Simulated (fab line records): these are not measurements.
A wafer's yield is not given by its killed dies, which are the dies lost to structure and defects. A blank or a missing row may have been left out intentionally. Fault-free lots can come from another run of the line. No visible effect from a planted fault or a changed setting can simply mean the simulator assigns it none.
fab line records	flow nandHarc
record: lots: 11	wafers: 33	lastDay: 25
route steps=1159 shown THIN_TSV@1116 END@1159
lots with no fault: from the same line, run without faults
startH: the number of hours between the record's first day and the start of the first shown wafer of the lot	waitH: hours elapsed since this lot's preceding step	" identical to the entry in the row above	L1.1+2: a row that stands for several wafers	- either no value or no given start	* or withheld: withheld	< > ~ a bound
route shown NAME@n: a module of which the file shows steps, and the number in the route of the first	usual: the fault-free wafers' mean and standard deviation	same: alike in all rows	chamber/n: place in a boat	sites: each site's reading	_std_site: how widely they spread, as a standard deviation	_edge_site: the outer-site mean with the inner-site mean subtracted	radiusMm: how far each site lies from the wafer's centre	mask NAME#n: copy n	behind: the tool/chamber that last shaped the wafer	hold: reason for holding the lot/hours on hold/outcome of the hold	device: transistor that didn't switch, given as n, p or np	end of line: at the end of the route, the tests of the same wafers	a step with no rows: only its recipe	killed: count of dies lost to structure and defects at first sort (not the wafer's yield)	map: per-die view of a wafer (x killed, . not killed, _ where there is no die)
set.NAME: the run value of the setting; set.NAME@STEP: its run value at that earlier step	model.NAME: the simulator's own value behind a step, which no gauge read
steps of the route over a sample of lots; a table a step, a row a wafer
services: when a tool's chamber went out of use (startH, in hours from the record's first day, below 0 if earlier), for how many hours, and the reason
== steps ==
step: NHARC_THIN_TSV_CD_MEAS_12
recipe: targetCdNm: 1000	landingEnergyEv: 500
usual: cdNm: 1000.2/2.1
lot.wafer	tool	chamber	startH	waitH	cdNm
L115.2	cdSem-01	0	426.43	-	997.1
L115.3	"	0	"	"	997.1
L115.4	"	0	"	"	1001.5
L117.3	cdSem-02	0	427.75	-	997.9
L117.4	"	0	"	"	997.5
L117.6	"	0	"	"	998.9
L119.4	cdSem-03	0	447.53	-	998.5
L119.5	"	0	"	"	997.0
L119.6	"	0	"	"	1001.7
L121.1	cdSem-01	0	456.19	-	1004.2
L121.3	"	0	"	"	1001.1
L121.4	"	0	"	"	999.7
L127.1	cdSem-03	0	501.68	-	998.0
L127.4	"	0	"	"	996.5
L127.5	"	0	"	"	996.4
L130.3	cdSem-03	0	504.77	-	998.6
L130.5	"	0	"	"	997.9
L130.6	"	0	"	"	995.2
L129.1	cdSem-01	0	517.33	-	998.3
L129.2	"	0	"	"	999.6
L129.5	"	0	"	"	999.8
L133.3	cdSem-03	0	529.41	-	1002.5
L133.4	"	0	"	"	998.6
L133.6	"	0	"	"	1000.1
L134.1	cdSem-03	0	548.21	-	1004.2
L134.3	"	0	"	"	1003.0
L134.4	"	0	"	"	1003.3
L135.2	cdSem-02	0	568.85	-	1001.9
L135.4	"	0	"	"	999.4
L135.5	"	0	"	"	1001.9
L137.2	cdSem-03	0	577.53	-	996.3
L137.3	"	0	"	"	998.6
L137.5	"	0	"	"	999.7
step: NHARC_THIN_TSV_PRE_CLEAN_50
recipe: timeS: 30	tempC: 280	gas: H2/He
usual: heaterPowerW: 415/61	susceptorTempC: 279.99/0.2
lot.wafer	tool	chamber	startH	waitH	heaterPowerW	susceptorTempC
L115.4	pvdSputter-02	-	-	-	327	279.96
L115.3	"	-	"	"	449	279.98
L115.2	"	-	"	"	367	280.16
L117.3	pvdSputter-03	-	-	-	480	280.41
L117.4	"	-	"	"	398	280.07
L117.6	"	-	"	"	428	280.16
L119.4	pvdSputter-03	-	-	-	395	280.53
L119.6	"	-	"	"	482	280.12
L119.5	"	-	"	"	357	279.99
L121.3	pvdSputter-02	-	-	-	377	279.98
L121.1	"	-	"	"	329	280.17
L121.4	"	-	"	"	392	279.72
L127.1	pvdSputter-01	-	-	-	398	280.14
L127.4	"	-	"	"	614	280.32
L127.5	"	-	"	"	431	279.65
L130.3	pvdSputter-01	-	-	-	434	279.94
L130.5	"	-	"	"	597	279.91
L130.6	"	-	"	"	424	279.93
L129.1	pvdSputter-03	-	-	-	444	279.82
L129.2	"	-	"	"	485	279.98
L129.5	"	-	"	"	395	279.82
L133.3	pvdSputter-02	-	-	-	389	279.90
L133.4	"	-	"	"	451	279.69
L133.6	"	-	"	"	387	280.08
L134.1	pvdSputter-03	-	-	-	469	279.96
L134.4	"	-	"	"	347	280.12
L134.3	"	-	"	"	395	279.98
L135.4	pvdSputter-03	-	-	-	352	279.96
L135.2	"	-	"	"	395	280.08
L135.5	"	-	"	"	479	279.97
L137.3	pvdSputter-01	-	-	-	413	280.01
L137.2	"	-	"	"	568	280.05
L137.5	"	-	"	"	420	280.15
step: NHARC_THIN_TSV_DESCUM_35
recipe: timeS: 3	o2FlowSccm: 200	arFlowSccm: 0	biasPowerW: 0	chemistry: O2
usual: drypumpMotorCurrentA: 5.5/0.48	oesProductAu: 1.000/0.011	rfVppV: 57.7/0.82	showerheadPlenumPTorr: 1.89/0.1	throttleValvePct: 11.310/0.009
lot.wafer	tool	chamber	startH	waitH	drypumpMotorCurrentA	oesProductAu	rfHoursCounterH	rfVppV	showerheadPlenumPTorr	throttleValvePct
L115.2	rieDiel-11	0	433.44	-	6.0	0.990	4	59.2	2.01	11.318
L115.3	"	2	"	"	5.9	0.986	4	56.2	1.92	11.304
L115.4	"	3	"	"	5.1	1.002	5	58.2	2.05	11.321
L117.4	rieDiel-11	0	433.89	-	6.0	0.994	4	57.3	2.01	11.325
L117.3	"	1	"	"	6.6	1.010	3	58.1	1.80	11.294
L117.6	"	3	"	"	5.1	0.999	-	57.6	2.05	11.300
L119.4	rieDiel-06	2	453.77	-	6.3	1.011	2	58.7	1.99	11.313
L119.6	"	3	"	"	5.5	0.989	-	57.6	1.88	11.301
L119.5	"	0	"	"	4.7	1.009	-	56.8	1.78	11.291
L121.3	rieDiel-12	2	462.50	-	5.4	0.995	8	58.6	2.05	11.308
L121.1	"	3	"	"	5.7	1.009	6	56.6	1.92	11.314
L121.4	"	1	"	"	4.9	1.015	-	57.2	1.77	11.312
L127.4	rieDiel-12	3	507.71	-	5.7	1.004	11	57.9	1.92	11.320
L127.1	"	0	"	"	5.4	0.980	11	57.4	1.79	11.303
L127.5	"	2	"	"	5.4	0.993	-	57.6	2.04	11.300
L130.3	rieDiel-12	1	511.04	-	4.9	1.012	13	58.1	1.77	11.291
L130.6	"	0	"	"	5.5	0.982	-	57.8	1.79	11.317
L130.5	"	1	"	"	4.9	1.012	-	56.8	1.77	11.319
L129.1	rieDiel-06	0	523.59	-	4.7	1.017	7	57.8	1.78	11.310
L129.2	"	2	"	"	6.3	1.008	6	57.7	1.99	11.323
L129.5	"	3	"	"	5.5	0.997	-	58.0	1.87	11.322
L133.3	rieDiel-11	0	535.55	-	6.0	1.000	9	59.3	2.01	11.308
L133.4	"	1	"	"	6.6	1.008	9	58.2	1.80	11.330
L133.6	"	3	"	"	5.1	1.003	-	58.5	2.05	11.320
L134.1	rieDiel-12	1	554.25	-	4.9	1.018	18	57.7	1.76	11.308
L134.4	"	2	"	"	5.4	1.007	18	57.3	2.04	11.309
L134.3	"	3	"	"	5.7	1.006	16	57.1	1.92	11.306
L135.4	rieDiel-12	0	575.33	-	5.5	0.996	1	57.0	1.79	11.328
L135.2	"	1	"	"	4.9	1.008	1	56.9	1.76	11.307
L135.5	"	3	"	"	5.7	0.987	-	57.4	1.91	11.310
L137.3	rieDiel-12	2	583.64	-	5.4	0.991	2	57.6	2.04	11.310
L137.2	"	3	"	"	5.7	0.986	2	57.6	1.91	11.302
L137.5	"	0	"	"	5.4	0.991	-	57.4	1.79	11.314
step: NHARC_THIN_TSV_ETCH_59
recipe: targetDepthA: 8800	icpW: 900	biasW: 100	Cl2_flow_sccm: 60	bcl3FlowSccm: 30	timeS: 138.1	chemistry: Cl2/BCl3
usual: drypumpMotorCurrentA: 5.8/0.39	oesProductAu: 1.000/0.0082	throttleValvePct: 22.264/0.0089
lot.wafer	tool	chamber	startH	waitH	drypumpMotorCurrentA	oesProductAu	rfHoursCounterH	throttleValvePct
L115.2	rieMetal-02	0	433.57	0.1	6.2	0.993	0.9	22.260
L115.3	"	0	"	"	6.2	0.991	-	22.270
L115.4	"	1	"	"	5.2	0.988	-	22.264
L117.4	rieMetal-03	0	434.08	0.2	5.7	1.003	-	22.264
L117.3	"	1	"	"	5.7	0.997	-	22.250
L117.6	"	1	"	"	5.7	0.998	-	22.255
L119.4	rieMetal-01	0	454.00	0.2	5.7	0.999	-	22.276
L119.5	"	1	"	"	6.3	0.994	-	22.262
L119.6	"	0	"	"	5.7	0.992	-	22.252
L121.1	rieMetal-02	1	462.69	0.2	5.2	0.995	2.1	22.254
L121.4	"	0	"	"	6.2	1.011	-	22.272
L121.3	"	1	"	"	5.1	0.998	-	22.270
L127.1	rieMetal-01	1	507.85	0.1	6.3	0.987	5.2	22.251
L127.4	"	0	"	"	5.7	0.992	-	22.280
L127.5	"	0	"	"	5.7	0.981	-	22.276
L130.3	rieMetal-03	0	511.22	0.2	5.7	1.001	-	22.268
L130.6	"	0	"	"	5.7	1.005	-	22.261
L130.5	"	1	"	"	5.7	0.993	-	22.267
L129.1	rieMetal-01	1	523.71	0.1	6.3	0.998	0.2	22.255
L129.2	"	0	"	"	5.7	0.996	0.2	22.273
L129.5	"	0	"	"	5.7	0.988	-	22.260
L133.3	rieMetal-02	1	535.74	0.2	5.2	1.010	-	22.275
L133.4	"	0	"	"	6.2	1.009	-	22.273
L133.6	"	1	"	"	5.2	0.995	-	22.279
L134.1	rieMetal-03	1	554.42	0.2	5.7	0.984	2.2	22.261
L134.3	"	0	"	"	5.6	0.999	-	22.261
L134.4	"	1	"	"	5.7	0.997	-	22.266
L135.2	rieMetal-03	0	575.45	0.1	5.7	1.004	3.0	22.277
L135.4	"	0	"	"	5.6	0.998	-	22.255
L135.5	"	1	"	"	5.7	1.009	-	22.261
L137.2	rieMetal-01	0	583.78	0.1	5.7	0.998	1.6	22.260
L137.3	"	0	"	"	5.6	0.983	-	22.258
L137.5	"	0	"	"	5.7	0.996	-	22.265
step: NHARC_THIN_TSV_INSPECT_40
usual: rawDefectCount: 487/83
lot.wafer	tool	chamber	startH	waitH	rawDefectCount
L115.2	defectInspect-02	-	439.18	0.4	429
L115.3	"	-	"	"	350
L115.4	"	-	"	"	408
L117.3	defectInspect-01	-	439.18	0.4	376
L117.4	"	-	"	"	400
L117.6	"	-	"	"	432
L119.4	defectInspect-01	-	457.76	0.4	500
L119.5	"	-	"	"	419
L119.6	"	-	"	"	530
L121.1	defectInspect-02	-	467.26	0.4	509
L121.3	"	-	"	"	587
L121.4	"	-	"	"	345
L127.1	defectInspect-01	-	511.33	0.4	821
L127.4	"	-	"	"	525
L127.5	"	-	"	"	650
L130.3	defectInspect-02	-	516.53	0.4	546
L130.5	"	-	"	"	541
L130.6	"	-	"	"	712
L129.1	defectInspect-01	-	530.09	0.4	803
L129.2	"	-	"	"	431
L129.5	"	-	"	"	426
L133.3	defectInspect-01	-	541.30	0.4	492
L133.4	"	-	"	"	602
L133.6	"	-	"	"	530
L134.1	defectInspect-02	-	559.95	0.4	463
L134.3	"	-	"	"	451
L134.4	"	-	"	"	430
L135.2	defectInspect-02	-	579.52	0.4	517
L135.4	"	-	"	"	564
L135.5	"	-	"	"	513
L137.2	defectInspect-01	-	586.82	0.4	486
L137.3	"	-	"	"	476
L137.5	"	-	"	"	510
step: NHARC_END_SORT_01
recipe: tempC: 25
usual: defectLimitedYield: 95.7/1.6	killedAtArray: 25/9.7	killedAtOther: 0.7/0.87	killedAtPeriphery: 3.3/2.3	killedDies: 29/11	killedOpen: 3.6/2.1	killedShort: 2.3/1.7	sort_bin_2_pct: 1.4/0.62	sort_bin_3_pct: 0.25/0.21	sort_bin_4_pct: 2.7/1	sortNPass: 648/11	sortRimYieldPct: 94/3.2	sortYieldPct: 95.7/1.6
same: grossDies: 677	sort_bin_5_pct[%]: 0	sort_bin_6_pct[%]: 0	sort_bin_7_pct[%]: 0	sort_bin_8_pct[%]: 0	sortRimNGross: 106.00
lot.wafer	tool	chamber	startH	waitH	defectLimitedYield[%]	killedAtArray	killedAtOther	killedAtPeriphery	killedDies	killedOpen	killedShort	sort_bin_2_pct[%]	sort_bin_3_pct[%]	sort_bin_4_pct[%]	sortNPass	sortRimYieldPct[%]	sortYieldPct[%]
L115.2	prober-02	0	443.03	2.8	95.1	29	1	3	33	3	2	1.8	0.15	3.0	644	98	95.1
L115.3	prober-02	0	443.83	3.1	95.3	25	2	5	32	5	4	1.6	0.15	3.0	645	94	95.3
L115.4	prober-02	0	444.64	3.4	95.1	28	1	4	33	3	5	1.2	0.15	3.5	644	92	95.1
L127.1	prober-02	0	514.41	2.5	82.6	38	76	4	118	6	4	7.1	3.10	7.2	559	94	82.6
L127.4	prober-02	0	516.84	3.4	94.7	32	1	3	36	6	2	2.1	0.30	3.0	641	94	94.7
L127.5	prober-02	0	517.65	3.7	95.6	25	0	5	30	4	2	1.8	0.30	2.4	647	93	95.6
L129.1	prober-02	0	533.15	2.5	83.5	30	79	3	112	2	1	7.5	2.22	6.8	565	95	83.5
L129.2	prober-02	0	533.95	2.8	93.9	37	1	3	41	2	2	1.8	0.74	3.5	636	93	93.9
L129.5	prober-02	0	536.36	3.7	94.4	32	2	4	38	5	0	1.2	0.59	3.8	639	96	94.4
L133.3	prober-01	0	545.98	3.1	97.5	15	0	2	17	1	1	0.4	0.30	1.8	660	96	97.5
L133.4	prober-01	0	546.79	3.4	95.9	23	1	4	28	1	5	1.3	0.44	2.4	649	96	95.9
L133.6	prober-01	0	548.40	4.0	97.6	9	1	6	16	1	1	1.0	0.15	1.2	661	98	97.6
L134.3	prober-02	0	564.68	3.1	92.8	45	3	1	49	3	2	1.9	0.59	4.7	628	89	92.8
L135.2	prober-02	0	583.39	2.8	94.2	39	0	0	39	4	1	1.5	0.44	3.8	638	91	94.2
L135.4	prober-02	0	584.97	3.4	93.8	41	1	0	42	3	3	2.5	0.30	3.4	635	85	93.8
L135.5	prober-02	0	585.77	3.7	92.9	44	1	3	48	6	0	2.4	0.44	4.3	629	87	92.9
L137.2	prober-01	0	591.14	2.8	94.4	34	1	3	38	1	4	1.8	0.15	3.7	639	92	94.4
L137.3	prober-01	0	591.93	3.1	92.5	45	0	6	51	2	2	2.8	0.74	4.0	626	91	92.5
L137.5	prober-01	0	593.53	3.7	93.9	36	1	4	41	3	3	1.9	0.30	3.8	636	92	93.9
killed by level:class
L115.2 A_CHANNEL_HOLE_D1:chamberFilmFlake=10 A_SLIT:chamberFilmFlake=8 A_STAIRCASE:chamberFilmFlake=4 A_CONTACT:chamberFilmFlake=3 A_SGD_CUT:geometricParticle:open=2 P_ZERO_WELL:chamberFilmFlake=2 P_CONTACT:geometricParticle:short=1 A_WL_FILL:geometricParticle:open=1
L115.3 A_SLIT:chamberFilmFlake=10 A_CHANNEL_HOLE_D1:chamberFilmFlake=7 A_WL_FILL:geometricParticle:short=2 P_ZERO_WELL:chamberFilmFlake=2 STARTING-WAFER:geometricParticle:open=2 A_STAIRCASE:chamberFilmFlake=2 A_CONTACT:chamberFilmFlake=2 P_CONTACT:geometricParticle:short=1
L115.4 A_CHANNEL_HOLE_D1:chamberFilmFlake=11 A_SLIT:chamberFilmFlake=7 A_CONTACT:chamberFilmFlake=4 A_CHANNEL_FILL_D1:geometricParticle:short=2 P_ZERO_WELL:chamberFilmFlake=2 P_CONTACT:geometricParticle:open=1 P_M0:geometricParticle:open=1 A_CHANNEL_HOLE_D1:geometricParticle:short=1
L127.1 THIN_TSV:unspecified=76 A_SLIT:chamberFilmFlake=17 A_STAIRCASE:chamberFilmFlake=6 A_CHANNEL_HOLE_D1:chamberFilmFlake=5 A_CONTACT:chamberFilmFlake=3 P_GATE:geometricParticle:open=1 P_M0:geometricParticle:short=1 P_M0:geometricParticle:open=1
L127.4 A_SLIT:chamberFilmFlake=8 A_CHANNEL_HOLE_D1:chamberFilmFlake=6 A_STAIRCASE:chamberFilmFlake=6 A_CONTACT:chamberFilmFlake=4 A_M0:geometricParticle:open=3 P_BONDPAD:chamberFilmFlake=2 P_M0:geometricParticle:open=1 A_WL_FILL:geometricParticle:short=1
L127.5 A_SLIT:chamberFilmFlake=15 A_CHANNEL_HOLE_D1:chamberFilmFlake=4 A_CONTACT:chamberFilmFlake=2 P_GATE:geometricParticle:open=1 P_CONTACT:geometricParticle:open=1 P_M0:geometricParticle:short=1 A_ONON_D1:geometricParticle:open=1 A_WL_FILL:geometricParticle:short=1
L129.1 THIN_TSV:unspecified=79 A_SLIT:chamberFilmFlake=17 A_CHANNEL_HOLE_D1:chamberFilmFlake=6 A_CONTACT:chamberFilmFlake=5 P_CONTACT:geometricParticle:open=1 P_M0:geometricParticle:open=1 A_SGD_CUT:geometricParticle:short=1 P_GATE:chamberFilmFlake=1
L129.2 A_SLIT:chamberFilmFlake=22 A_WL_FILL:chamberFilmFlake=4 A_CHANNEL_HOLE_D1:chamberFilmFlake=3 A_STAIRCASE:chamberFilmFlake=3 A_ONON_D1:geometricParticle:short=1 A_CHANNEL_FILL_D1:geometricParticle:short=1 A_CHANNEL_FILL_D1:geometricParticle:open=1 A_M0:geometricParticle:open=1
L129.5 A_SLIT:chamberFilmFlake=13 A_CONTACT:chamberFilmFlake=8 A_CHANNEL_HOLE_D1:chamberFilmFlake=6 P_M2:chamberFilmFlake=2 A_STAIRCASE:chamberFilmFlake=2 P_CONTACT:geometricParticle:open=1 A_CHANNEL_HOLE_D1:geometricParticle:open=1 A_CONTACT:geometricParticle:open=1
L133.3 A_CHANNEL_HOLE_D1:chamberFilmFlake=9 P_ZERO_WELL:chamberFilmFlake=2 A_CONTACT:chamberFilmFlake=2 A_M1:chamberFilmFlake=2 A_CONTACT:geometricParticle:open=1 A_M1:geometricParticle:short=1
L133.4 A_CHANNEL_HOLE_D1:chamberFilmFlake=11 A_CONTACT:chamberFilmFlake=4 A_M1:chamberFilmFlake=3 A_WL_FILL:geometricParticle:short=2 P_ZERO_WELL:chamberFilmFlake=2 P_CONTACT:geometricParticle:open=1 P_CONTACT:geometricParticle:short=1 A_CONTACT:geometricParticle:short=1
L133.6 A_CHANNEL_HOLE_D1:chamberFilmFlake=6 P_ZERO_WELL:chamberFilmFlake=3 P_GATE:chamberFilmFlake=2 A_SOURCE_PLATE:geometricParticle:open=1 A_BONDPAD:geometricParticle:short=1 P_STI:chamberFilmFlake=1 A_M1:chamberFilmFlake=1 HYBRID_BOND:latent=1
L134.3 A_SLIT:chamberFilmFlake=21 A_CHANNEL_HOLE_D1:chamberFilmFlake=13 A_WL_FILL:geometricParticle:open=2 A_CHANNEL_FILL_D1:chamberFilmFlake=2 A_STAIRCASE:chamberFilmFlake=2 A_CONTACT:chamberFilmFlake=2 THIN_TSV:chamberFilmFlake=2 A_CHANNEL_FILL_D1:geometricParticle:short=1
L135.2 A_SLIT:chamberFilmFlake=18 A_CHANNEL_HOLE_D1:chamberFilmFlake=6 A_CONTACT:chamberFilmFlake=4 A_STAIRCASE:chamberFilmFlake=3 A_CHANNEL_FILL_D1:geometricParticle:open=2 A_BLC:chamberFilmFlake=2 A_ONON_D1:geometricParticle:short=1 A_BLC:geometricParticle:open=1
L135.4 A_SLIT:chamberFilmFlake=20 A_CONTACT:chamberFilmFlake=4 A_CHANNEL_HOLE_D1:chamberFilmFlake=4 A_BLC:chamberFilmFlake=3 A_CONTACT:geometricParticle:open=2 A_ZERO_WELL:chamberFilmFlake=2 A_WL_FILL:chamberFilmFlake=2 A_CHANNEL_FILL_D1:geometricParticle:short=1
L135.5 A_SLIT:chamberFilmFlake=16 A_CHANNEL_HOLE_D1:chamberFilmFlake=8 A_STAIRCASE:chamberFilmFlake=7 P_STI:chamberFilmFlake=3 A_CONTACT:geometricParticle:open=2 A_WL_FILL:chamberFilmFlake=2 A_CONTACT:chamberFilmFlake=2 A_BLC:chamberFilmFlake=2
L137.2 A_CHANNEL_HOLE_D1:chamberFilmFlake=11 A_SLIT:chamberFilmFlake=11 A_CONTACT:chamberFilmFlake=6 A_SOURCE_PLATE:geometricParticle:short=2 P_M2:chamberFilmFlake=2 P_STI:geometricParticle:short=1 A_WL_FILL:geometricParticle:short=1 A_CONTACT:geometricParticle:open=1
L137.3 A_CHANNEL_HOLE_D1:chamberFilmFlake=17 A_SLIT:chamberFilmFlake=15 A_CONTACT:chamberFilmFlake=7 P_M2:chamberFilmFlake=4 P_CONTACT:geometricParticle:short=1 P_CONTACT:geometricParticle:open=1 A_CHANNEL_FILL_D1:geometricParticle:open=1 A_WL_FILL:geometricParticle:short=1
L137.5 A_CHANNEL_HOLE_D1:chamberFilmFlake=15 A_SLIT:chamberFilmFlake=13 A_CONTACT:chamberFilmFlake=3 P_GATE:geometricParticle:open=1 P_CONTACT:geometricParticle:short=1 A_ONON_D1:geometricParticle:short=1 A_CHANNEL_FILL_D1:geometricParticle:short=1 A_CONTACT:geometricParticle:open=1
== services ==
tool	chamber	startH	hours	kind
rieDiel-06	-	418.20	9.0	pm
rieMetal-03	-	453.00	9.0	pm
rieMetal-01	0	455.90	2.6	repair
rieDiel-12	0	458.16	4.6	repair
rieMetal-03	-	462.02	0.7	repair
rieDiel-12	3	464.19	2.7	repair
pvdSputter-01	-	464.32	6.8	repair
pvdSputter-03	-	469.78	10.0	pm
pvdSputter-03	-	492.24	10.0	repair
rieDiel-11	3	504.84	4.9	repair
pvdSputter-03	-	508.54	2.2	repair
rieMetal-01	-	509.00	9.0	pm
pvdSputter-01	-	514.00	10.0	pm
pvdSputter-02	-	516.52	2.5	repair
rieDiel-12	0	516.55	15.7	repair
rieMetal-03	-	524.48	0.5	repair
rieMetal-03	-	533.26	0.2	repair
pvdSputter-03	-	535.15	3.3	repair
rieDiel-11	-	543.50	9.0	pm
rieDiel-12	-	556.40	9.0	pm
pvdSputter-02	-	562.82	1.3	repair
rieMetal-02	-	565.00	9.0	pm
pvdSputter-02	-	570.00	10.0	pm
rieDiel-11	-	583.40	0.8	repair
== key ==
firstSign: step: NHARC_THIN_TSV_INSPECT_40	reading: rawDefectCount	direction: up	sigmas: 3.9	usual: 487	struck: 812
effect: step: NHARC_END_SORT_01	reading: killedAtOther	direction: up	sigmas: 77	usual: 0.7	struck: 77.5
moreKillsBornAt: NHARC_THIN_TSV_ETCH_59@rieMetal-01: 155
metAt NHARC_THIN_TSV_ETCH_59
struckLots L127,L129
struckWafers L127.1,L129.1
notActingAt NHARC_THIN_TSV_CD_MEAS_12,NHARC_THIN_TSV_PRE_CLEAN_50,NHARC_THIN_TSV_DESCUM_35
onsetBetween 454.00 507.85
fault: kind: chamberParticleSource	tool: rieMetal-01	chamber: 1	onsetH: 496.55	steps: NHARC_THIN_TSV_ETCH_59	ratePerVisitCm2: 0.58228	endH: 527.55
